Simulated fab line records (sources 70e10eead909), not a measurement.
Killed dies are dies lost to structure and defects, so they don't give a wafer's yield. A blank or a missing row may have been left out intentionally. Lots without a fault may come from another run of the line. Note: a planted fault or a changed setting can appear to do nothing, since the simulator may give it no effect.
fab line records -- flow nand_harc
[record] lots = 5, wafers = 13, last_day = 34
route steps=1302 shown P_ZERO_WELL@58 P_STI@69 END@1302
lots that met no fault: from a run of the same line without faults
start_h: hours from the record's opening day to when the first of the lot's shown wafers began -- wait_h: hours elapsed since this lot's preceding step -- " the same as in the row above -- L1.1+2: several wafers, shown together as one row -- - no value present, or no start provided -- * or withheld: withheld -- < > ~ a bound
route shown NAME@n: NAME is a module with steps in the file, n the number in the route of the first one -- usual: mean and standard deviation over wafers with no fault -- same: alike in all rows -- chamber/n: place in a boat -- sites: readings site by site -- _std_site: how widely they spread, as a standard deviation -- _edge_site: the outer-site mean with the inner-site mean subtracted -- radius_mm: for every site, how far away it sits from the centre of the wafer -- mask NAME#n: copy n -- behind: the last tool/chamber to shape the wafer -- hold: why the lot was held/for how many hours/how that ended -- device: which transistor (n, p or np) failed to switch -- end of line: the tests these same wafers got at the end of their route -- step lacking rows: just its recipe -- killed: at the first sort, the dies lost to defects and structure; wafer yield is something else -- map: per-die view of a wafer (x killed, . not killed, _ where there is no die)
set.NAME: the setting the step ran with; set.NAME@STEP: the setting that earlier step ran with -- model.NAME: the simulator's own value behind a step, which no gauge read
lots at some steps of the route; a table a step, a row a wafer
services: a tool's chamber out of use, with start hour (start_h, from the record's first day; less than 0 if before it), hours out, and reason
[[steps]]
[step NHARC_P_ZERO_WELL_DEVELOP_51]
[recipe] time_s = 70
[step NHARC_P_ZERO_WELL_CD_MEAS_52]
[recipe] target_cd_nm = 2000, landing_energy_ev = 500
[usual] cd_nm = 1999.5/1.6
lot.wafer,tool,chamber,start_h,wait_h,cd_nm
L358.1,cd_sem-01,0,26.01,-,1998.6
L358.2,cd_sem-01,0,26.01,-,2000.3
L358.6,cd_sem-01,0,26.01,-,2002.0
L370.1,cd_sem-02,0,145.82,-,1998.9
L370.4,cd_sem-02,0,145.82,-,2001.8
L370.6,cd_sem-02,0,145.82,-,1998.3
L378.5,cd_sem-02,0,225.82,-,1999.3
L380.2,cd_sem-03,0,245.70,-,2000.4
L380.5,cd_sem-03,0,245.70,-,1998.1
L380.6,cd_sem-03,0,245.70,-,1999.7
L381.1,cd_sem-03,0,256.35,-,2001.6
L381.2,cd_sem-03,0,256.35,-,2002.7
L381.5,cd_sem-03,0,256.35,-,2000.8
[step NHARC_P_ZERO_WELL_HARDBAKE_53]
[recipe] temp_c = 125, time_s = 80
[step NHARC_P_ZERO_WELL_DESCUM_54]
[recipe] time_s = 3, o2_flow_sccm = 200, ar_flow_sccm = 0, bias_power_w = 0, chemistry = O2
[usual] drypump_motor_current_A = 5.9/0.32, o2_flow_sccm = 199.9/0.66, oes_product_au = 1.005/0.01, rf_vpp_V = 57.6/0.9, showerhead_plenum_p_Torr = 1.86/0.087, throttle_valve_pct = 11.313/0.0088
lot.wafer,tool,chamber,start_h,wait_h,drypump_motor_current_A,o2_flow_sccm,oes_product_au,rf_hours_counter_h,rf_vpp_V,showerhead_plenum_p_Torr,throttle_valve_pct
L358.1,rie_diel-08,0,26.17,-,5.9,200.5,0.991,0,57.4,1.92,11.319
L358.2,rie_diel-08,3,26.17,-,5.2,200.0,0.995,0,57.8,1.96,11.318
L358.6,rie_diel-08,1,26.17,-,6.3,200.1,0.987,-,57.0,1.79,11.296
L370.4,rie_diel-08,2,146.00,-,6.0,198.9,1.004,37,58.4,1.79,11.310
L370.1,rie_diel-08,0,146.00,-,5.9,200.5,1.007,38,58.8,1.90,11.312
L370.6,rie_diel-08,2,146.00,-,6.0,199.0,0.999,-,57.9,1.79,11.329
L378.5,rie_diel-05,0,226.02,-,5.6,200.2,1.004,-,57.0,1.78,11.319
L380.2,rie_diel-05,0,245.88,-,5.6,199.4,1.028,2,56.5,1.78,11.309
L380.6,rie_diel-05,2,245.88,-,5.8,200.0,1.020,-,57.3,1.88,11.301
L380.5,rie_diel-05,0,245.88,-,5.6,199.8,1.011,-,57.1,1.78,11.306
L381.2,rie_diel-08,0,256.51,-,5.9,200.6,1.004,21,56.5,1.89,11.304
L381.1,rie_diel-08,1,256.51,-,6.3,199.6,0.995,14,59.1,2.07,11.307
L381.5,rie_diel-08,1,256.51,-,6.3,199.6,1.000,-,57.6,2.07,11.316
[step NHARC_P_ZERO_WELL_IMPLANT_55]
[recipe] energy_kev = 180, dose_cm2 = 8e+11, tilt_deg = 7
[step NHARC_P_ZERO_WELL_IMPLANT_61]
[recipe] energy_kev = 30, dose_cm2 = 5e+11, tilt_deg = 7
[step NHARC_P_ZERO_WELL_STRIP_56]
[recipe] time_s = 840, temp_c = 130, chemistry = SPM
[step NHARC_P_ZERO_WELL_PRECLEAN_68]
[recipe] time_s = 60, temp_c = 50, bath_age_min = 0, chemistry = SC1
[step NHARC_P_ZERO_WELL_SRD_69]
[step NHARC_P_ZERO_WELL_RTA_42]
[recipe] temp_c = 1100, time_s = 300
[usual] lamp_power_pct = 36.7/0.34, wafer_temp_C_max = 1104.8/0.93
lot.wafer,tool,chamber,start_h,wait_h,lamp_power_pct,wafer_temp_C_max
L358.1,rtp_anneal-02,0,27.15,-,37.1,1103.6
L358.2,rtp_anneal-02,0,27.15,-,37.1,1105.9
L358.6,rtp_anneal-02,0,27.15,-,37.1,1105.0
L370.1,rtp_anneal-02,0,146.98,-,37.1,1104.7
L370.4,rtp_anneal-02,0,146.98,-,37.1,1103.8
L370.6,rtp_anneal-02,0,146.98,-,37.1,1105.9
L378.5,rtp_anneal-02,0,227.41,-,37.0,1104.1
L380.2,rtp_anneal-01,0,246.97,-,36.5,1103.5
L380.5,rtp_anneal-01,0,246.97,-,36.4,1103.6
L380.6,rtp_anneal-01,0,246.97,-,36.5,1104.4
L381.1,rtp_anneal-02,0,257.51,-,37.1,1104.5
L381.2,rtp_anneal-02,0,257.51,-,37.1,1104.2
L381.5,rtp_anneal-02,0,257.51,-,37.2,1105.7
[step NHARC_P_ZERO_WELL_INSPECT_43]
[usual] raw_defect_count = 13/5.1
lot.wafer,tool,chamber,start_h,wait_h,raw_defect_count
L358.1,defect_inspect-01,-,27.83,0.6,17
L358.2,defect_inspect-01,-,27.83,0.6,14
L358.6,defect_inspect-01,-,27.83,0.6,6
L370.1,defect_inspect-02,-,147.68,0.6,28
L370.4,defect_inspect-02,-,147.68,0.6,19
L370.6,defect_inspect-02,-,147.68,0.6,13
L378.5,defect_inspect-02,-,227.67,0.1,6
L380.2,defect_inspect-01,-,247.54,0.5,20
L380.5,defect_inspect-01,-,247.54,0.5,9
L380.6,defect_inspect-01,-,247.54,0.5,11
L381.1,defect_inspect-02,-,258.19,0.6,11
L381.2,defect_inspect-02,-,258.19,0.6,7
L381.5,defect_inspect-02,-,258.19,0.6,4
[step NHARC_P_STI_ETCH_26]
[recipe] target_depth_a = 110, chemistry = dHF, material = SiO2
[step NHARC_P_STI_PRECLEAN_27]
[recipe] time_s = *, temp_c = 50, bath_age_min = 0, chemistry = SC1
[same] bath_age_min = 0
lot.wafer,tool,chamber,start_h,wait_h
L358.2+6+1,wet_bench-04,"2,3,6",28.03,0.1
L370.4+6+1,wet_bench-03,"4,5,0",147.81,0.1
L378.5,wet_bench-03,5,227.78,0.0
L380.2+5+6,wet_bench-04,"5,6,0",247.66,0.0
L381.2+1+5,wet_bench-04,"7,0,2",258.33,0.1
[step NHARC_P_STI_SRD_28]
[step NHARC_P_STI_OXIDE_29]
[recipe] target_thk_a = 100, temp_c = 900, ox_time_s = 1362, material = SiO2
[step NHARC_P_STI_HM_DEP_30]
[recipe] target_thk_a = 800, temp_c = 790, pressure_mtorr = 300, time_s = 873, material = Si3N4
[step NHARC_P_STI_DEHYDRATE_01]
[recipe] temp_c = 150, time_s = 120
[step NHARC_P_STI_HMDS_02]
[recipe] time_s = 30
[step NHARC_P_STI_COAT_41]
[recipe] temp_c = 200, time_s = 65
[step NHARC_P_STI_COAT_03]
[recipe] spin_rpm = 2000, resist_thk_nm = 600
[step NHARC_P_STI_SOFTBAKE_04]
[recipe] temp_c = 125, time_s = 70
[step NHARC_P_STI_EBR_05]
[step NHARC_P_STI_EXPOSE_06]
[recipe] na = 0.55, target_cd_nm = 200, dose_mj = 37.69, mask_id = P_STI
[step NHARC_P_STI_PEB_07]
[recipe] peb_temp_c = 128, peb_time_s = 80
[step NHARC_P_STI_DEVELOP_08]
[recipe] time_s = 50, dev_temp_c = 22
[step NHARC_P_STI_CD_MEAS_09]
[recipe] target_cd_nm = 200, landing_energy_ev = 500
[usual] cd_nm = 200.4/1.9
lot.wafer,tool,chamber,start_h,wait_h,cd_nm
L358.1,cd_sem-02,0,44.41,-,199.4
L358.2,cd_sem-02,0,44.41,-,198.2
L358.6,cd_sem-02,0,44.41,-,201.1
L370.1,cd_sem-02,0,163.98,-,198.0
L370.4,cd_sem-02,0,163.98,-,199.6
L370.6,cd_sem-02,0,163.98,-,200.4
L378.5,cd_sem-01,0,246.39,-,199.1
L380.2,cd_sem-02,0,264.20,-,199.9
L380.5,cd_sem-02,0,264.20,-,199.0
L380.6,cd_sem-02,0,264.20,-,200.6
L381.1,cd_sem-01,0,274.35,-,202.7
L381.2,cd_sem-01,0,274.35,-,200.5
L381.5,cd_sem-01,0,274.35,-,199.2
[step NHARC_P_STI_OVL_MEAS_10]
[usual] overlay_x_nm = -2/6.5, overlay_y_nm = 2/6.3
lot.wafer,tool,chamber,start_h,wait_h,overlay_x_nm,overlay_y_nm
L358.1,overlay-02,-,44.50,-,2,9
L358.2,overlay-02,-,44.50,-,2,9
L358.6,overlay-02,-,44.50,-,1,9
L370.1,overlay-01,-,164.06,-,-5,10
L370.4,overlay-01,-,164.06,-,-5,9
L370.6,overlay-01,-,164.06,-,-5,9
L378.5,overlay-01,-,246.47,-,-5,7
L380.2,overlay-01,-,264.29,-,-5,5
L380.5,overlay-01,-,264.29,-,-4,6
L380.6,overlay-01,-,264.29,-,-4,6
L381.1,overlay-02,-,274.44,-,12,8
L381.2,overlay-02,-,274.44,-,11,8
L381.5,overlay-02,-,274.44,-,12,8
[step NHARC_P_STI_INSPECT_11]
[usual] raw_defect_count = 6.2/2.8
lot.wafer,tool,chamber,start_h,wait_h,hold,raw_defect_count
L358.1,defect_inspect-02,-,44.53,0.0,-,8
L358.2,defect_inspect-02,-,44.53,0.0,-,9
L358.6,defect_inspect-02,-,44.53,0.0,-,2
L370.1,defect_inspect-02,-,164.10,0.0,-,5
L370.4,defect_inspect-02,-,164.10,0.0,-,6
L370.6,defect_inspect-02,-,164.10,0.0,-,5
L378.5,defect_inspect-01,-,246.51,0.0,await_dispo/0.2h/release,331
L378.5,defect_inspect-01,-,246.68,0.2,-,328
L380.2,defect_inspect-01,-,264.32,0.0,-,5
L380.5,defect_inspect-01,-,264.32,0.0,-,5
L380.6,defect_inspect-01,-,264.32,0.0,-,5
L381.1,defect_inspect-02,-,274.47,0.0,-,5
L381.2,defect_inspect-02,-,274.47,0.0,-,6
L381.5,defect_inspect-02,-,274.47,0.0,-,13
[step NHARC_END_SORT_01]
[recipe] temp_c = 25
[usual] killed_at_array = 49/19, killed_at_other = 0.9/1.1, killed_at_periphery = 4.0/2.7, killed_dies = 54/19, killed_open = 3.3/1.8, killed_short = 2.6/1.6
[same] gross_dies = 677
lot.wafer,tool,chamber,start_h,wait_h,killed_at_array,killed_at_other,killed_at_periphery,killed_dies,killed_open,killed_short
L378.5,prober-02,0,790.24,3.7,54,0,78,132,3,2
// killed by level:class
L378.5 P_STI:unspecified=77 A_CHANNEL_HOLE_D2:chamber_film_flake=28 A_SLIT:chamber_film_flake=13 A_CONTACT:chamber_film_flake=5 A_CHANNEL_FILL_D2:geometric_particle:short=2 A_ONON_D1:geometric_particle:open=1 A_CHANNEL_HOLE_D1:geometric_particle:open=1 A_DECK1_JOINT:geometric_particle:open=1
// map L378.5 (x killed, . not)
____________.____________
_________......._________
_______.xx......x._______
______.........xx.x______
_____.........xxxx.x_____
____..........xxxxxxx____
____..........xxxxxxx____
___.......x..xxxxxxxxx___
___..........xxxxxxxx.___
__..........xxxxxxxxxxx__
__............xxxxxx..x__
_...........x.xxxxxx.x.._
_.x............xxxxxx..._
_............xx.xx...x.._
_..............xxxx...x._
_..x..........xxxx......_
..............x..xxx.....
......x....x..xx.xxx.x.x.
................x.xxx.xx.
................xxxx.xxx.
.................x.xx....
_................xxx..x._
_.................xx.x.x_
_......................._
_......................._
_......................x_
__.............x.......__
__............x........__
___...................___
___...................___
____...........x.....____
____.................____
_____..............._____
______.............______
_______..........._______
_________......._________
____________.____________
// map L370.4 (x killed, . not)
____________.____________
_________......._________
_______..........._______
______.............______
_____..............._____
____.................____
____.................____
___...................___
___.......x...........___
__.....................__
__.....................__
_.....x..x.............._
_............x.........._
_..............x........_
_x.x................x..._
_xx..........x.......x.._
xxx.....................x
xxxxx....................
xxxx.....................
xx............x..x.......
xxx.x......x.........x...
_.x....................._
_......................._
_................x......_
_x......................_
_......................._
__.....................__
__............x........__
___...................___
___.......x...........___
____..........xx.....____
____.................____
_____..............._____
______.............______
_______..........x_______
_________...x..x_________
____________.____________
[[services]]
tool,chamber,start_h,hours,kind
rtp_anneal-02,-,12.00,12.0,pm
rie_diel-08,-,13.80,9.0,pm
rie_diel-08,0,13.80,9.0,vent_cycle
rie_diel-08,1,13.80,9.0,vent_cycle
rie_diel-08,2,13.80,9.0,vent_cycle
rie_diel-08,3,13.80,9.0,vent_cycle
rie_diel-08,0,22.80,-,clean
rie_diel-08,1,22.80,-,clean
wet_bench-03,-,34.40,8.0,pm
wet_bench-04,-,51.20,8.0,pm
rie_diel-05,0,52.76,2.9,repair
rie_diel-05,-,53.43,9.0,pm
rie_diel-05,2,73.44,9.6,repair
wet_bench-03,-,102.42,2.2,repair
rie_diel-05,1,114.36,29.7,repair
rie_diel-05,3,124.12,2.1,repair
rie_diel-08,-,143.67,0.3,repair
rie_diel-05,3,144.93,132.0,repair
rie_diel-08,-,190.80,9.0,pm
rie_diel-08,1,209.43,16.6,repair
wet_bench-03,-,210.40,8.0,pm
wet_bench-04,-,219.54,2.7,repair
wet_bench-04,-,227.20,8.0,pm
rie_diel-05,-,230.60,9.0,pm
[[key]]
[first_sign] step = NHARC_P_STI_INSPECT_11, reading = visit, direction = added
[effect] step = NHARC_P_STI_INSPECT_11, reading = raw_defect_count, direction = up, sigmas = 99+, usual = 6.2, struck = 331
[effect] step = NHARC_END_SORT_01, reading = killed_at_periphery, direction = up, sigmas = 27, usual = 4.0, struck = 78
[more_kills_born_at] NHARC_P_STI_PRECLEAN_27@wet_bench-03 = 77
met_at NHARC_P_STI_PRECLEAN_27
struck_wafers L378.5
tester_left_out L378
onset_between 147.81 227.78
[fault] kind = chamber_particle_source, tool = wet_bench-03, chamber = 5, onset_h = 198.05, steps = NHARC_P_STI_PRECLEAN_27, rate_per_visit_cm2 = 0.5249, end_h = 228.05
// tester_left_out: of these lots the tester's yield and bins aren't shown, on N5 and GAA mostly nor the transistor test; their killed dies are dies lost to structure and defects alone, not to doping, threshold or leakage, so they don't give the yield
